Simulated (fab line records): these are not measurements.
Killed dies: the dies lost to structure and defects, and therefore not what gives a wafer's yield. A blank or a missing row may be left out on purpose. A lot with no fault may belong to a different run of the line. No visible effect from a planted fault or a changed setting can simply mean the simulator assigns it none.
Lot-split experiment    flow n5 finfet    7 lots, 21 wafers read, on a route of 1938 steps

## THE SPLIT
At N5_BEOL_M12_ETCH_38 (etches SiCN in CF4/N2, target depth 68.7 nm, time 73.4 s), the setting time s was moved away from the recipe's 73.4 s on 9 of the 21 wafers read, by -17.7% to +20.8%. For the rest of the wafers, this setting stayed at what the recipe calls for.

The reading comes from the split's own step.

## THE READING
etch.depth nm (the simulator's own value, which no gauge read), in nm, at N5_BEOL_M12_ETCH_38 (etches SiCN in CF4/N2, target depth 68.7 nm, time 73.4 s). No usual value for it is given in the file. Across the 12 wafers here that went through the recipe, the average is 58.79 nm and the standard deviation 2 nm.

wafer   tool, chamber at the split  time s as run, s  against the recipe  etch.depth nm, nm  against lot-mates on the recipe
L084.3  rie diel-04, 0              81.29             +10.7%              66.28              +6.89
L084.4  rie diel-04, 2              73.4              recipe              59.39              -
L084.5  rie diel-04, 3              81.29             +10.7%              62.66              +3.27
L090.1  rie diel-04, 0              88.69             +20.8%              72.88              +12.65
L090.2  rie diel-04, 1              88.69             +20.8%              73.13              +12.90
L090.5  rie diel-04, 1              73.4              recipe              60.23              -
L087.1  rie diel-04, 2              73.4              recipe              58.93              -
L087.5  rie diel-04, 2              73.4              recipe              58.84              -
L087.6  rie diel-04, 1              73.4              recipe              60.32              -
L088.1  rie diel-03, 3              73.4              recipe              55.51              -
L088.4  rie diel-03, 0              81.75             +11.4%              68.09              +12.58
L088.5  rie diel-03, 0              81.75             +11.4%              68.27              +12.76
L096.3  rie diel-04, 0              73.4              recipe              60.53              -
L096.5  rie diel-04, 0              73.4              recipe              59.78              -
L096.6  rie diel-04, 3              73.4              recipe              55.44              -
L093.2  rie diel-04, 3              60.43             -17.7%              45.86              no lot-mate on the recipe
L093.4  rie diel-04, 1              60.43             -17.7%              50.21              no lot-mate on the recipe
L093.5  rie diel-04, 3              60.43             -17.7%              45.42              no lot-mate on the recipe
L095.1  rie diel-04, 0              73.4              recipe              60.18              -
L095.2  rie diel-04, 3              73.4              recipe              55.32              -
L095.5  rie diel-04, 1              73.4              recipe              60.98              -

FIT RESULTS
A straight line over all 21 wafers: etch.depth nm changes by +0.672 nm for each +1% of time s; r = +0.96; the points scatter about the line by 2.1 nm.
The same after taking each lot's own level away (the mean of its wafers on the recipe; 18 wafers): +0.674 nm for each +1%; r = +0.90; scatter 2.5 nm.
That fit puts the effect of the largest move of time s on the reading at 14 nm.
From 55.510 to 60.230 nm: that is the span of the lots' own levels, equal to 2.3 times the standard deviation above.
So the lot-to-lot level changes the slope little: the two slopes agree.
Check: +15 nm against its lot-mates is what the line predicts for one of the wafers moved furthest among these (+20.8%) when that wafer is left out of the fit. It came out at +12.6 nm against them.

## OTHER SPLITS ON THESE WAFERS
These wafers also went through other splits before the reading. Each is held against what the fit with the lots' levels taken away leaves over:
other split on the same wafers  wafers away from the commonest value  r with etch.depth nm (lot level and that fit taken away)
N5_BEOL_M11_ILD_DEP_00 time s   9                                     +0.31
N5_BEOL_M11_COAT_59 spin rpm    7                                     -0.02
N5_BEOL_M12_ETCH_68 time s      9                                     +0.38

## THE FILE'S OWN FIT
etch.depth nm changes by +0.685 nm for each +1% of time s, r = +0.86.
